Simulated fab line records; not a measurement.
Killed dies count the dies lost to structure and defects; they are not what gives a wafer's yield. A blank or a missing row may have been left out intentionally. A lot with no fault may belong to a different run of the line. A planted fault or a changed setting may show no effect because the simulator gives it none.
Which tool was responsible?	flow nand-harc	42 wafers from 14 lots sampled at 3 of the route's 1159 steps

## WHAT EACH GAUGE READ, for each wafer
NHARC_P_ZERO_WELL_CD_MEAS_24 targets a cd of 720 nm. Usual: cd-nm 720.3 nm, standard deviation 2.1.
lot	measured	on	cd-nm (nm)	flag
L962	day 1 20:35	cd-sem-03	721.4 727.1 721.6	
L963	day 2 02:37	cd-sem-02	720.9 716.0 719.6	
L965	day 2 14:38	cd-sem-01	721.5 719.3 721.2	
L966	day 2 20:38	cd-sem-03	719.9 717.7 718.9	
L967	day 3 02:36	cd-sem-03	722.0 719.8 720.2	
L968	day 3 08:29	cd-sem-01	719.9 716.6 722.0	
L969	day 3 14:43	cd-sem-01	723.0 719.3 721.3	
L970	day 3 21:17	cd-sem-01	723.6 724.6 724.3	
L972	day 4 08:28	cd-sem-01	719.2 716.8 718.3	
L976	day 5 08:29	cd-sem-03	718.9 722.3 717.8	
L979	day 6 02:22	cd-sem-01	722.9 720.9 726.0	
L982	day 6 20:32	cd-sem-03	722.6 719.1 720.3	
L983	day 7 02:31	cd-sem-02	723.0 721.1 718.2	
L984	day 7 08:20	cd-sem-03	716.1 724.1 718.1	

NHARC_P_GATE_CD_MEAS_33. Usual: cd-nm 122 nm, standard deviation 3.7.
lot	measured	on	cd-nm (nm)	flag
L962	day 4 16:04	cd-sem-01	127 118 122	
L963	day 5 07:38	cd-sem-01	123 119 126	
L965	day 5 15:40	cd-sem-01	122 127 125	
L966	day 6 08:42	cd-sem-03	118 119 124	
L967	day 6 08:44	cd-sem-01	127 119 125	
L968	day 6 22:08	cd-sem-03	121 121 124	
L969	day 6 21:29	cd-sem-03	125 128 125	
L970	day 7 02:44	cd-sem-01	124 118 125	
L972	day 8 01:11	cd-sem-03	122 120 121	
L976	day 8 17:12	cd-sem-03	123 115 122	
L979	day 9 07:16	cd-sem-01	116 118 117	
L982	day 9 21:11	cd-sem-02	120 121 125	
L983	day 10 12:57	cd-sem-01	122 126 121	
L984	day 10 10:51	cd-sem-03	124 124 121	

## EACH LOT AND THE TOOL THAT RAN IT (in order: tool; ch and the chambers of the sampled wafers; start)
lot	NHARC_P_GATE_DEP_103
L962	pecvd-02 ch 0,1, day 4 14:29
L963	pecvd-01 ch 0,1,2, day 5 05:49
L965	pecvd-02 ch 0,1, day 5 14:07
L966	pecvd-03 ch 0,1,2, day 6 06:35
L967	pecvd-01 ch 0,2, day 6 06:38
L968	pecvd-02 ch 0,1,2, day 6 20:19
L969	pecvd-03 ch 0,1, day 6 19:45
L970	pecvd-02 ch 0,2, day 7 00:31
L972	pecvd-01 ch 0,1, day 7 23:28
L976	pecvd-02 ch 0,2, day 8 15:32
L979	pecvd-02 ch 1,2, day 9 05:35
L982	pecvd-03 ch 0,1,2, day 9 19:23
L983	pecvd-03 ch 0,1, day 10 09:48
L984	pecvd-03 ch 1,2, day 10 09:13
- NHARC_P_GATE_DEP_103: deposits SiON, target thk 30 nm.

## AS READ BY THE TOOLS THEMSELVES (means over the sampled wafers that have a number; for cases with no such wafer, the mark the record gives instead)
NHARC_P_GATE_DEP_103. Usual: heater-power-w 789 W, standard deviation 110.
lot	tool	heater-power-w (W)	flag
L962	pecvd-02	677	
L963	pecvd-01	911	
L965	pecvd-02	724	
L966	pecvd-03	791	
L967	pecvd-01	910	
L968	pecvd-02	777	
L969	pecvd-03	835	
L970	pecvd-02	679	
L972	pecvd-01	917	
L976	pecvd-02	717	
L979	pecvd-02	760	
L982	pecvd-03	771	
L983	pecvd-03	859	
L984	pecvd-03	722	

## THE ANSWER, worked out from the rows above alone
Rule: a lot is off if the mean of its wafers that have a number lies more than 3 standard deviations from the usual mean. A lot without any number at a reading at which 4 lots or more have one is off too. Where the step has rows for the other lots, those lots are counted as sound. Order of review: gauges by route order, followed by the tools' own readings, for which a lot's mean as printed above is used. At the first step where some lot is off, the reading lying furthest off is the one used; lots without a number count as furthest.
Nothing can be told from this: no lot is off at any reading shown.

## WHAT THE SIMULATOR PUT IN
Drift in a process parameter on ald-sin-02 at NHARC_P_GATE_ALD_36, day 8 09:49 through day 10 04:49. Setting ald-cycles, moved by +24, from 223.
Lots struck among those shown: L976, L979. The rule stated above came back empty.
